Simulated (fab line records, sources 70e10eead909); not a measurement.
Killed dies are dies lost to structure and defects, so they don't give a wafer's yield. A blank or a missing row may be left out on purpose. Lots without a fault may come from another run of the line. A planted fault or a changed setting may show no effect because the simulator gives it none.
One fault seen from 3 desks | flow nand_harc | each desk has only its own numbers; what lay behind them comes last

THE METROLOGY DESK
What the gauges read, lot by lot, whatever tool the lot ran on: means of the sampled wafers that have a number. A lot is out of limits, marked OUT, if its mean lies more than 4 standard deviations from the usual mean; the brackets give that distance.
Columns: A = thk_nm at NHARC_A_M1_THK_MEAS_24, usual 154.2 nm
lot  | first seen here | A
L479 | day 23 18:37    | 154.5
L478 | day 23 20:54    | 155.5
L483 | day 24 16:25    | 154.9
L482 | day 24 17:21    | 154.1
L484 | day 25 16:17    | 153.9
L486 | day 28 02:16    | 153.6
L487 | day 28 04:00    | 154.7
L491 | day 28 12:48    | 153.9
L493 | day 29 08:30    | 154.5
L495 | day 29 16:52    | 155.6
L494 | day 29 21:59    | 154.5
L499 | day 32 17:02    | 153.3
This desk's finding: nothing out of limits on any of the 12 lots.

THE TOOL OWNER'S DESK: ecd_cu-02
The tool's own readings at NHARC_A_M1_ECD_22 (material Cu, target thk 400 nm): means of the sampled wafers that have a number, for each lot that ran on this tool. A lot is out of limits, marked OUT, if its mean lies more than 4 standard deviations from the usual mean; the brackets give that distance.
Columns: A = bath_temp_c at NHARC_A_M1_ECD_22, usual 25.00 C
lot  | first seen here | A
L479 | day 23 17:35    | 24.98
L483 | day 24 15:21    | 24.99
L484 | day 25 15:19    | 24.95
L486 | day 28 01:14    | 25.11
L493 | day 29 07:28    | 24.97
L495 | day 29 15:49    | 25.07
L494 | day 29 20:59    | 24.96
This desk's finding: nothing out of limits on any of the 7 lots.

THE DEFECT DESK
What the inspections along the route counted, lot by lot: means of the sampled wafers that have a number. A lot is out of limits, marked OUT, if its mean lies more than 4 standard deviations from the usual mean; the brackets give that distance.
Columns: A = raw_defect_count at NHARC_A_M1_INSPECT_27, usual 563
lot  | first seen here | A
L479 | day 23 18:47    | 585
L478 | day 23 21:04    | 472
L483 | day 24 16:34    | 621
L482 | day 24 17:31    | 505
L484 | day 25 16:28    | 565
L486 | day 28 02:26    | 673
L487 | day 28 04:10    | 556
L491 | day 28 12:58    | 441
L493 | day 29 08:40    | 585
L495 | day 29 17:01    | 599
L494 | day 29 22:08    | 441
L499 | day 32 17:12    | 577
This desk's finding: nothing out of limits on any of the 12 lots.

PUT TOGETHER
The metrology desk saw nothing out of limits.
The tool owner's desk saw nothing out of limits.
The defect desk saw nothing out of limits.

WHAT THE SIMULATOR HAD PUT IN
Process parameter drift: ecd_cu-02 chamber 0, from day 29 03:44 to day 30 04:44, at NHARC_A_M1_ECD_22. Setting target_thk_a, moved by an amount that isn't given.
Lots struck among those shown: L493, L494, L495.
